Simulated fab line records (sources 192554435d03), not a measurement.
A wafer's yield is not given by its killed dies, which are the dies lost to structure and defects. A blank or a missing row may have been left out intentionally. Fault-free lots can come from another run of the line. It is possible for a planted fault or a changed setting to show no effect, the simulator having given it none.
fab line records | flow n5-finfet
record lots=7 wafers=19 last-day=21
route steps=1938 shown BEOL_M7@1312 PASSIVATION@1936
lots that met no fault: taken from a fault-free run of the same line
start-h: hours from the record's opening day to when the first of the lot's shown wafers began | wait-h: hours since the lot's step before | " unchanged from the row above | L1.1+2: several wafers, shown together as one row | - no value, or no start was given | * or withheld: withheld | < > ~ a bound
route shown NAME@n: names a module that has steps shown in the file, with the first one's number in the route | usual: average and standard deviation across the fault-free wafers | same: alike in all rows | chamber/n: place in a boat | sites: the reading at each site | _std_site: the standard deviation of these | _edge_site: the outer-site mean with the inner-site mean subtracted | radius-mm: for every site, how far away it sits from the centre of the wafer | mask NAME#n: copy n | behind: the last tool/chamber to shape the wafer | hold: why the lot went on hold/how many hours it stayed there/how the hold came to an end | device: the n, p or np transistor that did not switch | end of line: tests of these same wafers at the route's end | step lacking rows: just its recipe | killed: at the first sort, the dies lost to defects and structure; wafer yield is something else | map: per-die view of a wafer (x killed, . not killed, _ where there is no die)
set.NAME: the run value of the setting; set.NAME@STEP: its run value at that earlier step | model.NAME: the simulator's own value behind a step, which no gauge read
lots at selected steps of the route; one table per step, one row per wafer
services: a tool's chamber out of use, with start hour (start-h, from the record's first day; less than 0 if before it), hours out, and reason
## steps
# step N5_BEOL_M7_HM_STRIP_39
# recipe chemistry=peroxide-tin-strip material=TiN target-depth-a=250 temp-c=50 time-s=158
# step N5_BEOL_M7_SRD_40
# recipe time-s=30 temp-c=23 rinse-liquid=diw dry=ipa-marangoni
# step N5_BEOL_M7_PRECLEAN_42
# recipe chemistry=residue-remover time-s=60 temp-c=40
# step N5_BEOL_M7_SRD_43
# recipe time-s=30 temp-c=23 rinse-liquid=diw dry=ipa-marangoni
# step N5_BEOL_M7_CD_MEAS_35
# recipe target-cd-nm=40 polarity=opening
# usual cd-nm=40.0/0.77
# columns lot.wafer tool chamber start-h wait-h cd-nm
L885.1 cd-sem-03 - 286.59 0.0 40.9
L885.4 " - " " 40.8
L885.6 " - " " 41.6
L889.1 cd-sem-02 - 337.49 0.0 40.9
L889.2 " - " " 39.4
L889.4 " - " " 39.5
L898.2 cd-sem-02 - 370.65 0.0 38.9
L898.5 " - " " 39.3
L896.1 cd-sem-03 - 384.23 0.0 39.6
L896.3 " - " " 39.6
L896.4 " - " " 39.1
L895.3 cd-sem-03 - 384.70 0.0 39.4
L895.4 " - " " 39.8
L904.3 cd-sem-02 - 395.66 0.0 40.5
L904.4 " - " " 40.9
L904.6 " - " " 40.3
L901.1 cd-sem-03 - 413.61 0.0 41.2
L901.4 " - " " 39.8
L901.5 " - " " 40.1
# step N5_BEOL_M7_CURE_75
# recipe temp-c=370 time-s=120 ambient=DMADMS/He material=SiCOH_lowk
# step N5_BEOL_M7_DEGAS_44
# recipe ambient=vacuum temp-c=250 time-s=60
# usual heater-power-w=312/29
# columns lot.wafer tool chamber start-h wait-h heater-power-w
L885.1 pvd-sputter-03 - 288.14 1.5 300
L885.4 " - " " 263
L885.6 " - " " 268
L889.1 pvd-sputter-02 - 338.18 0.6 278
L889.2 " - " " 347
L889.4 " - " " 307
L898.2 pvd-sputter-02 - 371.68 0.9 276
L898.5 " - " " 280
L896.1 pvd-sputter-02 - 384.96 0.3 309
L896.3 " - " " 285
L896.4 " - " " 282
L895.3 pvd-sputter-01 - 385.76 0.4 322
L895.4 " - " " 368
L904.3 pvd-sputter-01 - 396.13 0.2 342
L904.4 " - " " 294
L904.6 " - " " 318
L901.1 pvd-sputter-02 - 414.40 0.5 350
L901.4 " - " " 284
L901.5 " - " " 285
# step N5_BEOL_M7_PRE_CLEAN_45
# recipe gas=H2/He time-s=30 temp-c=250
# usual heater-power-w=312/29
# columns lot.wafer tool chamber start-h wait-h heater-power-w
L885.1 pvd-sputter-03 - 288.18 0.0 297
L885.4 " - " " 264
L885.6 " - " " 265
L889.1 pvd-sputter-02 - 338.22 0.0 282
L889.2 " - " " 337
L889.4 " - " " 309
L898.2 pvd-sputter-02 - 371.72 0.0 282
L898.5 " - " " 283
L896.1 pvd-sputter-02 - 385.00 0.0 312
L896.3 " - " " 285
L896.4 " - " " 287
L895.3 pvd-sputter-01 - 385.80 0.0 319
L895.4 " - " " 362
L904.3 pvd-sputter-01 - 396.17 0.0 347
L904.4 " - " " 291
L904.6 " - " " 320
L901.1 pvd-sputter-02 - 414.44 0.0 337
L901.4 " - " " 285
L901.5 " - " " 279
# step N5_BEOL_M7_ALD_77
# recipe material=TaN target-thk-a=20 temp-c=275 ald-precursor-family=PDMAT ald-co-reactant=NH3 pressure-torr=3 carrier-flow-sccm=1500 pulse-time-s=2 purge-time-s=3 co-reactant-purge-time-s=2 co-reactant-pulse-time-s=3 ald-cycles=40 precursor-vessel-temp-c=75 precursor-vessel-pressure-torr=26.25 precursor-vessel-carrier-sccm=1000
# step N5_BEOL_M7_SURFACE_TREAT_79
# recipe gas=Ar time-s=* ion-energy-ev=* ion-current-ma-cm2=0.5 pressure-mtorr=* ar-flow-sccm=30
# usual pressure-mtorr=* throttle-valve-pct=*
# columns lot.wafer tool chamber start-h wait-h pressure-mtorr throttle-valve-pct
L885.1 pvd-sputter-01 - 288.77 0.4 * *
L885.4 " - " " * *
L885.6 " - " " * *
L889.1 pvd-sputter-02 - 338.72 0.3 * *
L889.2 " - " " * *
L889.4 " - " " * *
L898.2 pvd-sputter-01 - 373.46 1.5 * *
L898.5 " - " " * *
L896.1 pvd-sputter-02 - 385.42 0.2 * *
L896.3 " - " " * *
L896.4 " - " " * *
L895.3 pvd-sputter-01 - 387.80 1.6 * *
L895.4 " - " " * *
L904.3 pvd-sputter-02 - 396.74 0.3 * *
L904.4 " - " " * *
L904.6 " - " " * *
L901.1 pvd-sputter-02 - 415.14 0.5 * *
L901.4 " - " " * *
L901.5 " - " " * *
# step N5_BEOL_M7_CVD_78
# recipe material=Co target-thk-a=20 temp-c=withheld precursor=CCTBA/H2 pressure-torr=30 time-s=142.3
# step N5_BEOL_M7_SPUTTER_48
# recipe material=Cu target-thk-a=100 temp-c=-20 bias-v=60 power-w=26000 chamber-pressure-pa=0.13 time-s=1.667
# usual cathode-dc-power-W=26000/4.9 throttle-valve-pct=29.9/0.59
# columns lot.wafer tool chamber start-h wait-h cathode-dc-power-W throttle-valve-pct
L885.1 pvd-sputter-02 - 289.26 0.4 25995 29.2
L885.4 " - " " 26004 30.5
L885.6 " - " " 26004 29.4
L889.1 pvd-sputter-03 - 339.06 0.2 26002 28.8
L889.2 " - " " 25993 31.3
L889.4 " - " " 26005 28.7
L898.2 pvd-sputter-01 - 373.74 0.2 26000 29.2
L898.5 " - " " 25990 30.9
L896.1 pvd-sputter-01 - 385.64 0.1 26004 29.3
L896.3 " - " " 26004 31.0
L896.4 " - " " 25988 29.8
L895.3 pvd-sputter-01 - 388.22 0.1 26005 31.2
L895.4 " - " " 25999 29.9
L904.3 pvd-sputter-02 - 396.98 0.1 25999 30.5
L904.4 " - " " 25998 29.6
L904.6 " - " " 26006 29.9
L901.1 pvd-sputter-02 - 417.34 1.9 26004 29.5
L901.4 " - " " 25999 29.6
L901.5 " - " " 25996 29.2
# step N5_BEOL_M7_ECD_50
# recipe material=Cu target-thk-a=3000
# columns lot.wafer tool chamber start-h wait-h model.Cu_of_BEOL_M7_ECD_50.thk-nm
L885.1+6 ecd-cu-01 1 289.37 0.1 302.6
L885.4 " 0 " " 299.4
L889.1 ecd-cu-02 1 339.17 0.1 306
L889.2 " 0 " " 304.2
L889.4 " 1 " " 305
L898.2 ecd-cu-01 0 373.85 0.1 297.2
L898.5 " 0 " " 208.6
L896.1 ecd-cu-01 0 385.77 0.1 303
L896.3 " 0 " " 207.6
L896.4 " 1 " " 304.8
L895.3 ecd-cu-01 1 388.37 0.1 203.8
L895.4 " 0 " " 301.4
L904.3 ecd-cu-02 1 397.12 0.1 297.2
L904.4 " 0 " " 298.8
L904.6 " 1 " " 302.2
L901.1 ecd-cu-02 1 417.46 0.1 301.2
L901.4 " 1 " " 303
L901.5 " 1 " " 303.4
# step N5_BEOL_M7_ANNEAL_51
# recipe temp-c=225 time-s=90 ambient=N2
# usual wafer_temp_C_max=226.11/0.28
# columns lot.wafer tool chamber start-h wait-h wafer_temp_C_max
L885.1 rtp-anneal-01 0 289.50 0.1 226.43
L885.4 " 0 " " 226.00
L885.6 " 0 " " 226.41
L889.1 rtp-anneal-01 0 339.27 0.1 226.29
L889.2 " 0 " " 226.35
L889.4 " 0 " " 226.86
L898.2 rtp-anneal-01 0 373.99 0.1 226.58
L898.5 " 0 " " 226.14
L896.1 rtp-anneal-01 0 386.06 0.3 226.05
L896.3 " 0 " " 226.29
L896.4 " 0 " " 225.84
L895.3 rtp-anneal-02 0 388.60 0.2 226.07
L895.4 " 0 " " 226.04
L904.3 rtp-anneal-02 0 397.67 0.5 225.92
L904.4 " 0 " " 226.14
L904.6 " 0 " " 226.41
L901.1 rtp-anneal-01 0 417.55 0.1 226.07
L901.4 " 0 " " 226.13
L901.5 " 0 " " 226.31
# step N5_BEOL_M7_CMP_52
# recipe stop-on=SiCOH_lowk t-overpolish-s=6.9 down-force-psi=1 platen-rpm=50 clearing-platen-down-force-psi=1.5 clearing-platen-rpm=50 post-cmp-clean=cu-alkaline target-thk-nm=80 clearing-platen-pad-velocity-m-s=0.99484 pad-velocity-m-s=0.99484
# usual motor-current-A=6.2/0.48 pad-life-wafers=902/380 time-to-endpoint-s=63/3.3
# columns lot.wafer tool chamber start-h wait-h motor-current-A pad-life-wafers time-to-endpoint-s
L885.1 cmp-03 0 289.88 0.3 6.6 224 68
L885.4 " 1 " " 6.7 225 69
L885.6 " 2 " " 6.6 - 65
L889.2 cmp-01 3 339.62 0.3 5.6 715 61
L889.1 " 0 " " 6.9 716 66
L889.4 " 1 " " 4.9 717 64
L898.2 cmp-03 1 374.25 0.2 6.3 960 63
L898.5 " 1 " " 6.5 - 46
L896.1 cmp-03 0 386.36 0.3 6.4 1074 63
L896.3 " 2 " " 6.5 1076 44
L896.4 " 3 " " 5.3 1077 66
L895.4 cmp-01 0 388.85 0.2 6.6 1135 66
L895.3 " 1 " " 5.4 1136 39
L904.3 cmp-02 1 397.88 0.2 5.9 1416 61
L904.4 " 3 " " 6.7 1418 60
L904.6 " 1 " " 6.2 - 66
L901.1 cmp-01 0 417.85 0.3 6.8 1368 64
L901.4 " 2 " " 5.7 1370 57
L901.5 " 1 " " 5.1 - 60
# step N5_BEOL_M7_THK_MEAS_53
# recipe thk-meas-gauge=xrf reads=Cu_of_BEOL_M7_ECD_50
# usual M7_THK=79.5/2.6
# columns lot.wafer tool chamber start-h wait-h M7_THK[nm]
L885.1 film-metro-02 - 290.09 - 79.1
L885.4 " - " " 87.5
L885.6 " - " " 77.3
L889.1 film-metro-01 - 339.87 - 79.3
L889.2 " - " " 82.7
L889.4 " - " " 74.9
L898.2 film-metro-02 - 374.54 - 79.5
L898.5 " - " " 82.6
L896.1 film-metro-01 - 386.65 - 75.9
L896.3 " - " " 86.1
L896.4 " - " " 77.3
L895.3 film-metro-02 - 389.11 - 78.1
L895.4 " - " " 81.2
L904.3 film-metro-02 - 398.18 - 82.9
L904.4 " - " " 77.1
L904.6 " - " " 82.4
L901.1 film-metro-02 - 418.14 - 82.4
L901.4 " - " " 73.9
L901.5 " - " " 79.8
# step N5_PASSIVATION_PROBE_49
# usual defect-limited-yield=90.9/1.6 killed_at_M0_to_M3=37/11 killed_at_M4_up=15/5.6 killed-at-contacts=13/6.4 killed-at-front-end=39/11 killed-at-other=4/3.1 killed-dies=107/19 killed-open=71/14 killed-short=34/7.8 sort_bin_4_leakage=0.01/0.053 sort_bin_5_function=5.3/1 sort_bin_6_memory=3.4/0.72 sort_bin_8_speed=0.0/0.42 sort-n-pass=1072/20 sort-yield-pct=90.9/1.7
# same gross-dies=1180 killed-at-back-side=0
# columns lot.wafer tool chamber start-h wait-h defect-limited-yield[%] killed_at_M0_to_M3 killed_at_M4_up killed-at-contacts killed-at-front-end killed-at-other killed-dies killed-open killed-short sort_bin_4_leakage[%] sort_bin_5_function[%] sort_bin_6_memory[%] sort_bin_8_speed[%] sort-n-pass sort-yield-pct[%]
L889.2 prober-02 - 430.26 0.1 89.4 53 18 18 29 7 125 78 41 0 6.5 3.7 0 1055 89.4
L898.5 prober-01 - 447.95 0.2 92.5 27 9 22 29 1 88 52 35 0 4.7 2.2 0 1092 92.5
L904.3 prober-02 - 479.14 0.1 92.1 47 9 20 17 0 93 66 24 0 4.9 2.8 0 1087 92.1
L904.4 prober-02 - 479.19 0.2 91.9 55 9 5 25 2 96 62 32 0 4.6 3.2 0 1084 91.9
L904.6 prober-02 - 479.29 0.3 90.7 58 9 17 22 4 110 75 34 0 5.6 3.3 0 1070 90.7
# killed by level:class
L889.2 MOL_CONTACT_COAG:geometric-particle:open=14 BEOL_M2:geometric-particle:open=13 BEOL_M4:geometric-particle:open=10 BEOL_M0_SAQP:geometric-particle:open=9 STI_FIN_REVEAL:geometric-particle:open=8 BEOL_M0_SAQP:geometric-particle:short=7 BEOL_M1:geometric-particle:open=5 BEOL_M1:geometric-particle:short=5
L898.5 MOL_CONTACT_COAG:geometric-particle:open=16 BEOL_M0_SAQP:geometric-particle:short=8 BEOL_M3:geometric-particle:open=7 STI_FIN_REVEAL:geometric-particle:open=6 DUMMY_GATE:geometric-particle:open=5 MOL_CONTACT_COAG:geometric-particle:short=5 DUMMY_GATE:geometric-particle:short=4 BEOL_M0_SAQP:geometric-particle:open=4
L904.3 BEOL_M2:geometric-particle:open=18 MOL_CONTACT_COAG:geometric-particle:open=17 BEOL_M0_SAQP:geometric-particle:short=8 STI_FIN_REVEAL:geometric-particle:open=5 BEOL_M0:geometric-particle:open=5 BEOL_M0_SAQP:geometric-particle:open=4 BEOL_M1:geometric-particle:open=4 GATE_CUT:geometric-particle:short=3
L904.4 BEOL_M3:geometric-particle:open=17 BEOL_M0_SAQP:geometric-particle:open=10 BEOL_M0_SAQP:geometric-particle:short=9 BEOL_M2:geometric-particle:open=6 STI_FIN_REVEAL:geometric-particle:open=5 BEOL_M0:geometric-particle:open=5 BEOL_M4:geometric-particle:open=5 ILD0:geometric-particle:short=4
L904.6 MOL_CONTACT_COAG:geometric-particle:open=16 BEOL_M0_SAQP:geometric-particle:open=16 BEOL_M0_SAQP:geometric-particle:short=14 BEOL_M2:geometric-particle:open=10 BEOL_M1:geometric-particle:open=8 BEOL_M3:geometric-particle:open=5 STI_FIN_REVEAL:geometric-particle:open=4 ILD0:geometric-particle:open=4
## services
# columns tool chamber start-h hours kind
cmp-02 - 272.36 2.1 repair
cmp-01 - 286.46 1.1 repair
cmp-01 - 307.26 7.8 pm
cmp-03 - 345.46 2.0 repair
cmp-03 - 351.98 2.6 repair
cmp-02 - 387.25 5.8 pm
## key
first-sign step=N5_BEOL_M7_CMP_52 reading=time-to-endpoint-s direction=down sigmas=6 usual=* struck=*
effect none on later readings
model-effect step=N5_BEOL_M7_ECD_50 value=Cu_of_BEOL_M7_ECD_50.thk-nm without=300.5 struck=206.7
met-at N5_BEOL_M7_ECD_50
struck-wafers L895.3,L896.3,L898.5
onset-between 289.37 373.85
fault kind=process-parameter-drift tool=ecd-cu-01 chamber=- onset-h=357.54 steps=N5_BEOL_M7_ECD_50 channel=target-thk-a offset=* shape=step end-h=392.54 scope=struck-wafers-only acts-in=* stated=*
